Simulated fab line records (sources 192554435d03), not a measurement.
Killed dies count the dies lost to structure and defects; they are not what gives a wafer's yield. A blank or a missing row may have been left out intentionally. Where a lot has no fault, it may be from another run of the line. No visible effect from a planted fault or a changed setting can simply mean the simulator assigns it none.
Chamber matching    flow n5-finfet    4 sister chambers for N5_BEOL_M4_ALD_84 on ald-metal-03
The step deposits TaN, pulse time 2 s, purge time 3 s, co reactant purge time 2 s. 4 wafers are shown with their chamber, then 7 later ones without.

WAFERS WITH THEIR CHAMBER
wafer   chamber  heater-power-w (W)
L083.5  0        442
L087.1  3        376
L089.1  2        430
L089.2  1        391

WAFERS WHOSE CHAMBER IS MISSING
wafer   heater-power-w (W)
L089.6  376
L092.2  378
L092.3  453
L092.6  456
L095.3  392
L095.5  432
L095.6  367

THE CHAMBER EACH PASSED THROUGH
wafer   from the rows above      in truth
L089.6  can't be placed: 3 or 1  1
L092.2  can't be placed: 3 or 1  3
L092.3  can't be placed: 0 or 2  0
L092.6  can't be placed: 0 or 2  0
L095.3  can't be placed: 1 or 3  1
L095.5  can't be placed: 2 or 0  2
L095.6  can't be placed: 3 or 1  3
0 of 7 placed correctly. Cannot be placed on the basis of these rows: 7; the candidates contain the true chamber in 7. 0 placed wrongly.
How it was worked out, from the rows above alone: a wafer's distance from a chamber is the root of the sum, over the readings, of the square of ((its reading less the chamber's mean) divided by the reading's scatter). If the next closest chamber is less than 2 further off than the closest, the wafer can't be placed; otherwise it belongs to the closest. For every chamber, the mean is computed from those of its wafers that are shown. The scatter: with one shown wafer a chamber, the root of the mean of the squares of how far each hidden wafer lies from its nearest shown one.
